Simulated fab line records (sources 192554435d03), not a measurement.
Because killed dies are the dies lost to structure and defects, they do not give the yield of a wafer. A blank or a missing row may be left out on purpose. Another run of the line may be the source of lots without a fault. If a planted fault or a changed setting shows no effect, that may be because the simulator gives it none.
Lot-split experiment    flow n5_finfet    7 lots, 21 wafers read, on a route of 1938 steps

## THE SPLIT ITSELF
At N5_BEOL_M10_EXPOSE_25 (exposes mask V9), the setting dose_mj was moved away from the recipe's 85.5 on 3 of the 21 wafers read, by -6.5% to -3.0%. This setting was run at the recipe's value on the other wafers.

## FROM THE SPLIT TO THE READING: what the file shows between them, 2 steps
- N5_BEOL_M10_PEB_26: peb time 60 s
- N5_BEOL_M10_DEVELOP_27: develop time 30 s

## THE READING
Shown in nm: cd_nm at N5_BEOL_M10_CD_MEAS_28, with target cd 70 nm. On this fab line, fault-free wafers typically give 69.9 nm with a standard deviation of 0.84 nm.

wafer   tool, chamber at the split  dose_mj as run  against the recipe  cd_nm, nm  against lot-mates on the recipe
L076.2  arfi_scanner-01, 0          79.96           -6.5%               63.6       -6.2
L076.3  arfi_scanner-01, 0          85.5            recipe              69.9       -
L076.4  arfi_scanner-01, 0          85.5            recipe              69.7       -
L078.2  arfi_scanner-01, 0          85.5            recipe              71.0       -
L078.3  arfi_scanner-01, 0          85.5            recipe              70.7       -
L078.5  arfi_scanner-01, 0          85.5            recipe              69.9       -
L080.1  arfi_scanner-01, 0          82.96           -3.0%               67.3       -2.5
L080.2  arfi_scanner-01, 0          85.5            recipe              69.9       -
L080.3  arfi_scanner-01, 0          85.5            recipe              69.6       -
L083.1  arfi_scanner-03, 0          85.5            recipe              70.0       -
L083.3  arfi_scanner-03, 0          85.5            recipe              70.0       -
L083.6  arfi_scanner-03, 0          85.5            recipe              70.5       -
L084.2  arfi_scanner-02, 0          85.5            recipe              69.0       -
L084.3  arfi_scanner-02, 0          85.5            recipe              69.4       -
L084.4  arfi_scanner-02, 0          82.02           -4.1%               66.6       -2.6
L086.2  arfi_scanner-01, 0          85.5            recipe              70.0       -
L086.4  arfi_scanner-01, 0          85.5            recipe              70.2       -
L086.6  arfi_scanner-01, 0          85.5            recipe              70.1       -
L097.3  arfi_scanner-01, 0          85.5            recipe              68.6       -
L097.5  arfi_scanner-01, 0          85.5            recipe              68.8       -
L097.6  arfi_scanner-01, 0          85.5            recipe              69.2       -

FIT RESULTS
A straight line over all 21 wafers: cd_nm changes by +0.904 nm for each +1% of dose_mj; r = +0.93; the points scatter about the line by 0.61 nm.
The same after taking each lot's own level away (the mean of its wafers on the recipe; 21 wafers): +0.866 nm for each +1%; r = +0.97; scatter 0.35 nm.
That fit puts the effect of the largest move of dose_mj on the reading at 5.6 nm.
Measured against the standard deviation above, the lots' own levels, which go from 68.87 to 70.53 nm, span 2.0 times it.
Consequently the slope shifts little with the lot-to-lot level, the two slopes agreeing.
Check: for one of the wafers moved furthest among these (-6.5%), held out of the fit, the line's prediction against its lot-mates is -4.55 nm. Against them it came out at -6.2 nm.

## THESE WAFERS: OTHER SPLITS
Other splits were also applied to these wafers ahead of the reading. Each is held against what the fit with the lots' levels taken away leaves over:
other split on the same wafers  wafers away from the commonest value  r with cd_nm (lot level and that fit taken away)
N5_BEOL_M8_ETCH_65 source_w     8                                     -0.04
N5_BEOL_M9_PECVD_70 time_s      10                                    -0.14
N5_BEOL_M9_COAT_60 spin_rpm     7                                     -0.01
N5_BEOL_M10_ETCH_62 time_s      11                                    +0.19

## THE FILE'S OWN FIT
cd_nm changes by +0.865 nm for each +1% of dose_mj, r = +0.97.
